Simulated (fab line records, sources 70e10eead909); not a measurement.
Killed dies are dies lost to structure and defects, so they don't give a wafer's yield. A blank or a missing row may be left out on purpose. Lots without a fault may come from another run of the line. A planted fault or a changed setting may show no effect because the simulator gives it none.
fab line records | flow nand_harc
record lots=24 wafers=72 last_day=24
route steps=1159 shown P_ZERO_WELL@67 P_STI@84 P_GATE@150 P_CONTACT@249 P_M0@263
lots that met no fault: from a run of the same line without faults
start_h: hours from the record's first day to the start of the lot's first wafer shown | wait_h: hours since the lot's step before | " the same as in the row above | L1.1+2: a row that stands for several wafers | - no value, or no start given | * or withheld: withheld | < > ~ a bound
route shown NAME@n: a module of which the file shows steps, and the number in the route of the first | usual: mean/standard deviation of fault-free wafers | same: alike in all rows | chamber/n: place in a boat | sites: the reading at each site | _std_site: their standard deviation | _edge_site: outer sites' mean less inner sites' | radius_mm: how far each site lies from the wafer's centre | mask NAME#n: copy n | behind: the tool/chamber that last shaped the wafer | hold: why the lot was held/for how many hours/how that ended | device: the transistor (n, p or np) that didn't switch | end of line: the same wafers' tests at the end of the route | a step without rows: its recipe alone | killed: dies lost to structure and defects at the first sort, not the wafer's yield | map: a wafer's dies, x killed, . not, _ none there
set.NAME: the setting as run; set.NAME@STEP: as run at that earlier step | model.NAME: the simulator's own value behind a step, which no gauge read
steps of the route over a sample of lots; a table a step, a row a wafer
services: from which hour (start_h, from the record's first day; less than 0 if before it) a tool's chamber was out of use, for how many hours, and why
## steps
# step NHARC_P_ZERO_WELL_RTA_42
# recipe temp_c=1100 time_s=300
# usual lamp_power_pct=40.2/2.5 wafer_temp_C_max=1106.1/1.9
# columns lot.wafer tool chamber start_h wait_h lamp_power_pct wafer_temp_C_max
L074.1 rtp_anneal-02 0 19.06 - 42.2 1104.7
L074.2 " 0 " " 42.1 1105.2
L074.5 " 0 " " 42.2 1105.9
L075.1 rtp_anneal-02 0 24.53 - 42.1 1104.4
L075.4 " 0 " " 42.1 1105.7
L075.5 " 0 " " 42.1 1105.4
L076.1 rtp_anneal-01 0 30.89 - 36.9 1110.1
L076.4 " 0 " " 37.0 1106.4
L076.6 " 0 " " 36.9 1108.5
L077.2 rtp_anneal-02 0 37.01 - 42.2 1104.2
L077.4 " 0 " " 42.2 1104.1
L077.6 " 0 " " 42.2 1104.6
L078.1 rtp_anneal-02 0 42.74 - 42.2 1105.6
L078.3 " 0 " " 42.3 1106.6
L078.5 " 0 " " 42.2 1105.5
L079.2 rtp_anneal-01 0 49.03 - 36.9 1106.3
L079.5 " 0 " " 36.8 1108.4
L079.6 " 0 " " 36.9 1110.2
L080.3 rtp_anneal-01 0 54.96 - 36.9 1107.6
L080.4 " 0 " " 37.0 1108.6
L080.5 " 0 " " 36.9 1107.5
L081.2 rtp_anneal-01 0 61.14 - 36.8 1105.5
L081.5 " 0 " " 36.9 1107.1
L081.6 " 0 " " 36.9 1106.9
L082.1 rtp_anneal-02 0 66.82 - 42.2 1104.6
L082.5 " 0 " " 42.2 1106.3
L082.6 " 0 " " 42.2 1104.2
L083.1 rtp_anneal-01 0 72.69 - 37.0 1109.2
L083.2 " 0 " " 37.0 1111.2
L083.3 " 0 " " 36.9 1106.4
L084.1 rtp_anneal-02 0 78.78 - 42.1 1104.7
L084.3 " 0 " " 42.1 1107.1
L084.4 " 0 " " 42.1 1105.4
L085.4 rtp_anneal-01 0 85.22 - 36.9 1107.5
L085.5 " 0 " " 36.9 1109.2
L085.6 " 0 " " 36.9 1105.6
L086.1 rtp_anneal-01 0 91.10 - 36.8 1106.7
L086.2 " 0 " " 36.8 1109.0
L086.3 " 0 " " 36.8 1110.6
L087.1 rtp_anneal-02 0 97.08 - 42.2 1105.1
L087.4 " 0 " " 42.1 1103.4
L087.6 " 0 " " 42.1 1104.5
L088.3 rtp_anneal-02 0 103.02 - 42.2 1105.1
L088.5 " 0 " " 42.2 1104.4
L088.6 " 0 " " 42.2 1103.9
L089.1 rtp_anneal-02 0 108.78 - 42.2 1105.2
L089.3 " 0 " " 42.2 1103.4
L089.6 " 0 " " 42.2 1104.4
L090.4 rtp_anneal-01 0 115.23 - 36.9 1107.5
L090.5 " 0 " " 37.0 1108.8
L090.6 " 0 " " 37.0 1108.7
L091.1 rtp_anneal-02 0 121.08 - 42.2 1105.1
L091.3 " 0 " " 42.2 1104.2
L091.5 " 0 " " 42.3 1105.7
L092.2 rtp_anneal-02 0 126.86 - 42.1 1104.6
L092.5 " 0 " " 42.1 1107.4
L092.6 " 0 " " 42.1 1104.4
L093.1 rtp_anneal-01 0 132.88 - 36.9 1108.3
L093.2 " 0 " " 36.9 1108.9
L093.6 " 0 " " 36.8 1107.6
L094.3 rtp_anneal-02 0 139.10 - 42.1 1104.9
L094.4 " 0 " " 42.1 1105.9
L094.6 " 0 " " 42.1 1104.3
L095.1 rtp_anneal-02 0 144.72 - 42.1 1104.5
L095.2 " 0 " " 42.2 1104.7
L095.4 " 0 " " 42.1 1105.9
L096.2 rtp_anneal-02 0 151.17 - 42.2 1104.3
L096.3 " 0 " " 42.2 1104.3
L096.4 " 0 " " 42.1 1104.2
L097.1 rtp_anneal-02 0 156.89 - 42.2 1105.3
L097.4 " 0 " " 42.2 1102.8
L097.5 " 0 " " 42.1 1104.7
# step NHARC_P_STI_OVL_MEAS_10
# usual overlay_x_nm=1/5.6 overlay_y_nm=0/5.6
# columns lot.wafer tool chamber start_h wait_h overlay_x_nm overlay_y_nm
L074.1 overlay-01 - 36.74 - 9 -8
L074.2 " - " " 8 -8
L074.5 " - " " 9 -8
L075.1 overlay-01 - 40.51 - -1 -7
L075.4 " - " " 0 -8
L075.5 " - " " 0 -8
L077.2 overlay-01 - 50.02 - 8 -1
L077.4 " - " " 8 -2
L077.6 " - " " 8 -2
L076.1 overlay-01 - 50.19 - -8 -4
L076.4 " - " " -8 -5
L076.6 " - " " -8 -4
L078.1 overlay-01 - 59.52 - 8 -8
L078.3 " - " " 8 -8
L078.5 " - " " 8 -9
L079.2 overlay-01 - 64.98 - 3 -3
L079.5 " - " " 3 -4
L079.6 " - " " 4 -3
L080.3 overlay-01 - 71.47 - 7 7
L080.4 " - " " 7 7
L080.5 " - " " 8 8
L081.2 overlay-01 - 77.03 - 0 0
L081.5 " - " " 0 -1
L081.6 " - " " 0 0
L082.1 overlay-01 - 83.72 - -13 -6
L082.5 " - " " -13 -6
L082.6 " - " " -13 -7
L083.1 overlay-01 - 91.63 - -6 0
L083.2 " - " " -6 0
L083.3 " - " " -6 0
L084.1 overlay-02 - 91.79 - 2 1
L084.3 " - " " 2 0
L084.4 " - " " 2 1
L085.4 overlay-01 - 103.15 - 4 -3
L085.5 " - " " 4 -3
L085.6 " - " " 4 -3
L086.1 overlay-02 - 107.04 - 6 3
L086.2 " - " " 7 3
L086.3 " - " " 6 2
L087.1 overlay-01 - 113.17 - -2 4
L087.4 " - " " -2 4
L087.6 " - " " -2 3
L088.3 overlay-01 - 118.92 - 1 7
L088.5 " - " " 1 7
L088.6 " - " " 2 7
L089.1 overlay-01 - 125.83 - 1 10
L089.3 " - " " 1 10
L089.6 " - " " 1 11
L090.4 overlay-01 - 135.36 - -5 6
L090.5 " - " " -5 5
L090.6 " - " " -5 6
L091.1 overlay-02 - 135.53 - -5 1
L091.3 " - " " -5 1
L091.5 " - " " -5 1
L093.1 overlay-02 - 146.50 - 6 4
L093.2 " - " " 6 3
L093.6 " - " " 6 4
L092.2 overlay-01 - 146.66 - -4 -6
L092.5 " - " " -3 -6
L092.6 " - " " -3 -6
L095.1 overlay-02 - 157.34 - 1 9
L095.2 " - " " 1 9
L095.4 " - " " 1 9
L094.3 overlay-01 - 157.50 - -6 1
L094.4 " - " " -5 0
L094.6 " - " " -5 0
L096.2 overlay-01 - 168.11 - 0 -8
L096.3 " - " " 0 -8
L096.4 " - " " 0 -9
L097.1 overlay-02 - 173.57 - 6 2
L097.4 " - " " 6 2
L097.5 " - " " 6 2
# step NHARC_P_GATE_STRIP_108
# recipe o2_flow_sccm=500 ar_flow_sccm=0 bias_w=0 chemistry=O2
# usual drypump_motor_current_A=5.6/0.39 oes_product_au=1.001/0.0079 rf_vpp_V=57.7/0.87 showerhead_plenum_p_Torr=3.48/0.17 throttle_valve_pct=17.036/0.0092
# columns lot.wafer tool chamber start_h wait_h drypump_motor_current_A oes_product_au rf_hours_counter_h rf_vpp_V showerhead_plenum_p_Torr throttle_valve_pct
L074.1 rie_diel-07 1 89.32 - 5.7 0.999 5 57.5 3.63 17.041
L074.2 " 2 " " 5.5 0.998 5 58.2 3.30 17.024
L074.5 " 1 " " 5.7 0.993 - 60.0 3.63 17.040
L075.1 rie_diel-13 1 90.54 - 6.3 0.999 60 58.5 3.39 17.025
L075.4 " 2 " " 5.7 1.005 - 56.7 3.30 17.021
L075.5 " 1 " " 6.3 0.986 - 58.0 3.39 17.046
L076.4 rie_diel-07 3 101.02 - 6.1 0.994 6 58.1 3.31 17.014
L076.1 " 1 " " 5.7 1.009 8 58.0 3.63 17.041
L076.6 " 3 " " 6.1 0.998 - 57.1 3.31 17.034
L077.4 rie_diel-07 1 101.26 - 5.7 0.997 8 59.1 3.63 17.035
L077.2 " 3 " " 6.1 0.988 6 56.8 3.31 17.025
L077.6 " 1 " " 5.7 1.000 - 58.2 3.63 17.050
L078.3 rie_diel-07 0 112.15 - 5.0 1.011 9 60.0 3.75 17.051
L078.1 " 1 " " 5.7 1.010 11 58.3 3.63 17.026
L078.5 " 3 " " 6.1 1.005 - 56.2 3.31 17.023
L080.3 rie_diel-07 1 122.76 - 5.7 1.008 12 58.6 3.62 17.053
L080.4 " 3 " " 6.1 1.005 9 56.9 3.31 17.037
L080.5 " 1 " " 5.7 1.008 - 57.7 3.62 17.034
L079.2 rie_diel-07 3 123.28 - 6.1 0.996 9 58.7 3.31 17.047
L079.6 " 2 " " 5.5 0.999 - 56.3 3.29 17.051
L079.5 " 3 " " 6.1 0.998 - 56.3 3.31 17.027
L082.1 rie_diel-13 1 133.60 - 6.3 1.009 9 57.7 3.39 17.015
L082.5 " 0 " " 5.4 0.999 - 57.1 3.55 17.041
L082.6 " 1 " " 6.3 1.015 - 56.9 3.39 17.041
L081.2 rie_diel-01 1 133.74 - 5.8 1.003 57 57.4 3.41 17.035
L081.5 " 1 " " 5.8 1.002 - 59.0 3.41 17.054
L081.6 " 2 " " 6.3 1.014 - 56.6 3.66 17.024
L083.3 rie_diel-13 3 149.47 - 5.4 0.997 15 58.1 3.49 17.031
L083.1 " 1 " " 6.3 1.015 15 57.0 3.38 17.031
L083.2 " 2 " " 5.7 1.005 13 58.4 3.29 17.030
L084.4 rie_diel-01 1 150.07 - 5.8 0.999 1 57.5 3.41 17.031
L084.1 " 2 " " 6.4 1.008 1 58.1 3.66 17.032
L084.3 " 0 " " 5.4 1.000 1 57.1 3.38 17.040
L088.3 rie_diel-07 1 172.20 - 5.7 0.999 21 57.1 3.62 17.025
L088.6 " 1 " " 5.7 1.002 - 58.5 3.62 17.044
L088.5 " 2 " " 5.5 0.994 - 57.9 3.29 17.038
L085.4 rie_diel-07 2 172.52 - 5.5 0.995 21 57.8 3.29 17.027
L085.6 " 0 " " 5.1 1.008 - 57.3 3.74 17.033
L085.5 " 1 " " 5.7 0.987 - 59.5 3.62 17.035
L086.2 rie_diel-07 1 172.90 - 5.7 1.009 21 58.4 3.62 17.028
L086.3 " 2 " " 5.5 1.012 21 57.9 3.29 17.049
L086.1 " 3 " " 6.1 1.003 19 57.4 3.30 17.043
L087.1 rie_diel-13 0 173.29 - 5.4 1.000 28 58.3 3.54 17.030
L087.4 " 1 " " 6.3 1.007 27 56.6 3.38 17.037
L087.6 " 2 " " 5.7 0.994 - 58.1 3.29 17.036
L089.1 rie_diel-13 3 175.51 - 5.4 0.982 28 57.3 3.48 17.033
L089.3 " 0 " " 5.4 1.001 29 58.1 3.54 17.051
L089.6 " 2 " " 5.7 1.009 - 57.6 3.29 17.039
L091.1 rie_diel-07 3 188.80 - 6.1 0.994 20 58.3 3.30 17.039
L091.3 " 0 " " 5.0 1.013 21 58.8 3.74 17.020
L091.5 " 2 " " 5.5 0.998 - 56.9 3.29 17.037
L090.4 rie_diel-07 3 189.28 - 6.1 0.994 - 57.0 3.30 17.035
L090.5 " 0 " " 5.0 1.003 - 58.2 3.74 17.041
L090.6 " 2 " " 5.5 0.997 - 56.4 3.29 17.032
L093.2 rie_diel-07 2 199.11 - 5.5 0.987 25 58.5 3.29 17.045
L093.1 " 3 " " 6.1 0.982 23 56.9 3.30 17.054
L093.6 " 3 " " 6.1 0.984 - 57.2 3.30 17.040
L092.2 rie_diel-07 0 199.80 - 5.0 1.005 24 59.0 3.74 17.049
L092.5 " 0 " " 5.0 1.004 - 57.5 3.74 17.033
L092.6 " 2 " " 5.5 1.002 - 57.2 3.29 17.034
L094.3 rie_diel-07 1 219.46 - 5.7 1.000 23 57.0 3.62 17.032
L094.4 " 2 " " 5.6 1.009 29 57.5 3.28 17.027
L094.6 " 0 " " 5.0 1.006 - 58.5 3.74 17.034
L095.1 rie_diel-01 0 219.51 - 5.4 0.996 30 57.9 3.37 17.032
L095.2 " 1 " " 5.8 1.005 30 57.4 3.39 17.037
L095.4 " 2 " " 6.3 1.007 29 57.7 3.64 17.051
L096.4 rie_diel-01 1 226.28 - 5.8 1.004 31 57.9 3.39 17.051
L096.3 " 2 " " 6.3 0.997 30 59.6 3.64 17.047
L096.2 " 0 " " 5.4 0.991 31 58.3 3.37 17.049
L097.1 rie_diel-01 3 236.31 - 5.5 0.995 35 58.6 3.57 17.033
L097.4 " 0 " " 5.4 1.007 35 56.6 3.36 17.031
L097.5 " 3 " " 5.5 1.008 - 58.1 3.57 17.016
# step NHARC_P_CONTACT_CMP_24
# recipe t_overpolish_s=30 target_thk_nm=200
# usual motor_current_A=12.0/1.2 overpolish_run_s=30.000/0.0096 time_to_endpoint_s=39.9/2.2
# columns lot.wafer tool chamber start_h wait_h motor_current_A overpolish_run_s time_to_endpoint_s
L074.1 cmp-02 0 124.70 0.6 13.2 29.991 35.0
L074.2 " 1 " " 12.9 29.997 37.0
L074.5 " 3 " " 11.1 30.000 37.4
L075.1 cmp-01 1 125.10 0.6 15.3 29.996 38.1
L075.4 " 3 " " 11.7 30.008 42.2
L075.5 " 1 " " 13.8 29.981 36.3
L076.1 cmp-01 1 128.81 0.6 14.9 30.013 39.2
L076.4 " 3 " " 12.1 30.001 39.8
L076.6 " 1 " " 14.8 29.991 38.9
L077.2 cmp-02 3 129.19 0.6 11.5 30.007 37.3
L077.4 " 0 " " 12.6 29.991 36.1
L077.6 " 2 " " 11.1 30.010 34.4
L078.1 cmp-01 1 138.48 0.6 14.5 30.004 41.0
L078.3 " 0 " " 13.3 30.002 40.5
L078.5 " 1 " " 13.9 30.003 42.5
L080.4 cmp-02 3 149.50 0.3 11.2 29.984 41.9
L080.3 " 0 " " 12.6 30.010 41.5
L080.5 " 1 " " 13.2 30.004 39.1
L079.2 cmp-03 0 153.12 0.6 11.3 30.009 42.4
L079.6 " 1 " " 10.9 30.010 39.0
L079.5 " 2 " " 11.1 29.995 43.6
L082.1 cmp-02 1 159.48 0.5 13.3 30.005 38.2
L082.5 " 3 " " 10.6 29.997 42.2
L082.6 " 0 " " 12.8 29.995 41.3
L081.2 cmp-01 2 160.00 0.6 11.8 29.996 40.5
L081.5 " 1 " " 14.5 29.988 42.8
L081.6 " 2 " " 12.3 30.005 43.8
L083.2 cmp-03 0 174.36 0.6 11.2 30.008 42.0
L083.1 " 2 " " 11.2 29.989 43.4
L083.3 " 3 " " 12.3 29.991 39.3
L084.3 cmp-02 0 175.44 0.4 12.9 29.989 42.2
L084.1 " 1 " " 13.0 29.993 38.3
L084.4 " 3 " " 11.2 29.996 42.8
L088.3 cmp-02 2 194.99 0.3 10.6 30.007 38.6
L088.6 " 2 " " 11.0 29.974 35.7
L088.5 " 3 " " 10.9 29.996 37.2
L085.4 cmp-01 2 195.97 0.3 11.9 30.007 39.2
L085.6 " 2 " " 12.2 29.987 39.9
L085.5 " 3 " " 11.6 29.984 40.2
L086.2 cmp-02 2 196.68 0.6 10.6 30.000 41.0
L086.3 " 3 " " 11.0 30.000 43.2
L086.1 " 1 " " 12.3 30.013 37.1
L087.4 cmp-01 3 212.17 0.4 11.1 30.002 39.7
L087.1 " 1 " " 15.2 29.997 39.8
L087.6 " 3 " " 11.8 30.000 41.0
L089.1 cmp-03 3 212.72 0.5 12.6 30.000 40.5
L089.3 " 2 " " 10.7 29.990 41.5
L089.6 " 0 " " 11.0 30.002 42.3
L091.1 cmp-02 1 213.47 0.6 13.0 29.991 40.5
L091.3 " 3 " " 11.0 29.992 42.3
L091.5 " 1 " " 12.7 30.015 40.3
L090.4 cmp-01 2 214.02 0.4 12.3 30.001 37.4
L090.5 " 1 " " 14.7 30.008 39.2
L090.6 " 2 " " 12.3 29.989 38.8
L093.1 cmp-02 2 221.48 0.6 10.6 30.008 38.7
L093.2 " 1 " " 13.0 30.007 38.2
L093.6 " 3 " " 10.7 30.004 40.7
L092.2 cmp-02 2 226.78 0.6 11.2 30.021 42.1
L092.6 " 2 " " 10.5 30.010 43.0
L092.5 " 3 " " 10.9 30.003 42.8
L094.4 cmp-02 0 250.11 0.3 12.4 30.003 41.0
L094.3 " 1 " " 12.6 30.017 43.1
L094.6 " 1 " " 13.0 29.996 42.4
L095.1 cmp-03 3 250.65 0.5 12.5 29.997 39.7
L095.2 " 1 " " 10.8 30.005 33.5
L095.4 " 2 " " 10.6 29.994 38.5
L096.4 cmp-02 3 251.19 0.3 10.8 30.004 41.1
L096.3 " 0 " " 12.5 30.007 41.2
L096.2 " 1 " " 13.2 29.997 41.5
L097.1 cmp-02 1 258.68 0.5 13.1 29.986 42.5
L097.4 " 3 " " 11.2 30.012 40.6
L097.5 " 2 " " 11.1 29.982 39.3
# step NHARC_P_M0_CD_MEAS_09
# recipe target_cd_nm=90 landing_energy_ev=500
# usual cd_nm=89.9/0.52
# same landing_energy_ev=500
# columns lot.wafer tool chamber start_h wait_h cd_nm
L074.1 cd_sem-01 0 125.96 - 90.5
L074.2 " 0 " " 90.2
L074.5 " 0 " " 90.4
L075.1 cd_sem-01 0 126.39 - 90.5
L075.4 " 0 " " 89.8
L075.5 " 0 " " 90.5
L076.1 cd_sem-01 0 130.29 - 90.2
L076.4 " 0 " " 89.8
L076.6 " 0 " " 90.3
L077.2 cd_sem-01 0 130.57 - 89.6
L077.4 " 0 " " 89.5
L077.6 " 0 " " 89.7
L078.1 cd_sem-03 0 139.75 - 89.7
L078.3 " 0 " " 89.4
L078.5 " 0 " " 90.1
L080.3 cd_sem-01 0 150.63 - 90.2
L080.4 " 0 " " 89.7
L080.5 " 0 " " 90.2
L079.2 cd_sem-01 0 154.23 - 89.9
L079.5 " 0 " " 89.9
L079.6 " 0 " " 89.6
L082.1 cd_sem-02 0 160.73 - 90.2
L082.5 " 0 " " 90.3
L082.6 " 0 " " 89.7
L081.2 cd_sem-01 0 161.27 - 90.0
L081.5 " 0 " " 89.5
L081.6 " 0 " " 90.6
L083.1 cd_sem-03 0 175.66 - 89.6
L083.2 " 0 " " 89.9
L083.3 " 0 " " 89.9
L084.1 cd_sem-02 0 176.95 - 89.9
L084.3 " 0 " " 90.2
L084.4 " 0 " " 89.7
L088.3 cd_sem-03 0 196.30 - 90.9
L088.5 " 0 " " 90.9
L088.6 " 0 " " 90.7
L085.4 cd_sem-03 0 197.29 - 89.7
L085.5 " 0 " " 89.2
L085.6 " 0 " " 89.1
L086.1 cd_sem-01 0 198.03 - 90.7
L086.2 " 0 " " 90.4
L086.3 " 0 " " 90.6
L087.1 cd_sem-02 0 213.48 - 89.7
L087.4 " 0 " " 89.4
L087.6 " 0 " " 88.6
L089.1 cd_sem-03 0 214.04 - 88.9
L089.3 " 0 " " 89.1
L089.6 " 0 " " 89.9
L091.1 cd_sem-02 0 214.65 - 89.7
L091.3 " 0 " " 89.6
L091.5 " 0 " " 90.1
L090.4 cd_sem-02 0 215.32 - 89.7
L090.5 " 0 " " 89.8
L090.6 " 0 " " 89.8
L093.1 cd_sem-01 0 222.67 - 89.9
L093.2 " 0 " " 90.1
L093.6 " 0 " " 89.1
L092.2 cd_sem-02 0 228.26 - 88.8
L092.5 " 0 " " 90.3
L092.6 " 0 " " 89.9
L094.3 cd_sem-02 0 251.29 - 90.1
L094.4 " 0 " " 89.6
L094.6 " 0 " " 90.3
L095.1 cd_sem-03 0 251.95 - 91.0
L095.2 " 0 " " 90.0
L095.4 " 0 " " 89.8
L096.2 cd_sem-01 0 252.50 - 89.8
L096.3 " 0 " " 89.6
L096.4 " 0 " " 89.0
L097.1 cd_sem-02 0 259.87 - 89.4
L097.4 " 0 " " 89.9
L097.5 " 0 " " 89.7
# step NHARC_P_M0_INSPECT_11
# usual raw_defect_count=3.9/2.1
# columns lot.wafer tool chamber start_h wait_h raw_defect_count
L074.1 defect_inspect-02 - 126.09 0.0 2
L074.2 " - " " 2
L074.5 " - " " 2
L075.1 defect_inspect-02 - 126.52 0.0 5
L075.4 " - " " 4
L075.5 " - " " 5
L076.1 defect_inspect-01 - 130.42 0.0 3
L076.4 " - " " 8
L076.6 " - " " 5
L077.2 defect_inspect-01 - 130.69 0.0 5
L077.4 " - " " 4
L077.6 " - " " 12
L078.1 defect_inspect-02 - 139.87 0.0 3
L078.3 " - " " 7
L078.5 " - " " 4
L080.3 defect_inspect-02 - 150.75 0.0 9
L080.4 " - " " 5
L080.5 " - " " 1
L079.2 defect_inspect-02 - 154.36 0.0 3
L079.5 " - " " 6
L079.6 " - " " 5
L082.1 defect_inspect-01 - 160.86 0.0 3
L082.5 " - " " 7
L082.6 " - " " 3
L081.2 defect_inspect-02 - 161.40 0.0 6
L081.5 " - " " 6
L081.6 " - " " 4
L083.1 defect_inspect-01 - 175.80 0.0 0
L083.2 " - " " 8
L083.3 " - " " 5
L084.1 defect_inspect-02 - 177.07 0.0 8
L084.3 " - " " 2
L084.4 " - " " 5
L088.3 defect_inspect-02 - 196.43 0.0 2
L088.5 " - " " 4
L088.6 " - " " 4
L085.4 defect_inspect-02 - 197.41 0.0 2
L085.5 " - " " 4
L085.6 " - " " 5
L086.1 defect_inspect-01 - 198.16 0.0 5
L086.2 " - " " 2
L086.3 " - " " 5
L087.1 defect_inspect-02 - 213.61 0.0 2
L087.4 " - " " 4
L087.6 " - " " 2
L089.1 defect_inspect-02 - 214.16 0.0 2
L089.3 " - " " 3
L089.6 " - " " 5
L091.1 defect_inspect-02 - 214.78 0.0 3
L091.3 " - " " 2
L091.5 " - " " 2
L090.4 defect_inspect-01 - 215.44 0.0 3
L090.5 " - " " 3
L090.6 " - " " 1
L093.1 defect_inspect-02 - 222.79 0.0 8
L093.2 " - " " 3
L093.6 " - " " 1
L092.2 defect_inspect-01 - 228.39 0.0 4
L092.5 " - " " 3
L092.6 " - " " 3
L094.3 defect_inspect-02 - 251.41 0.0 3
L094.4 " - " " 8
L094.6 " - " " 1
L095.1 defect_inspect-02 - 252.08 0.0 0
L095.2 " - " " 3
L095.4 " - " " 2
L096.2 defect_inspect-01 - 252.62 0.0 3
L096.3 " - " " 2
L096.4 " - " " 4
L097.1 defect_inspect-02 - 259.99 0.0 2
L097.4 " - " " 6
L097.5 " - " " 2
## services
# columns tool chamber start_h hours kind
rie_diel-01 1 1.24 16.0 repair
rie_diel-07 1 19.45 2.1 repair
cmp-02 - 23.27 9.2 repair
cmp-02 - 32.50 4.0 pm
cmp-02 - 46.44 1.3 repair
cmp-01 - 48.60 3.9 repair
rie_diel-07 - 51.20 9.0 pm
cmp-01 - 57.73 0.3 repair
rie_diel-07 0 64.15 9.2 repair
rie_diel-13 0 78.94 12.2 repair
cmp-01 - 81.51 4.0 pm
rie_diel-07 3 87.03 8.7 repair
cmp-01 - 91.64 0.7 repair
rie_diel-07 - 96.43 1.0 repair
rie_diel-13 - 99.03 9.0 pm
cmp-01 - 114.28 10.4 repair
cmp-02 - 130.50 4.0 pm
cmp-02 - 152.34 5.7 repair
rie_diel-07 1 176.00 37.6 repair
cmp-01 - 179.51 4.0 pm
rie_diel-07 3 220.56 8.0 repair
rie_diel-07 - 228.20 9.0 pm
cmp-02 - 228.50 4.0 pm
cmp-01 - 238.76 4.7 repair
## key
fault none
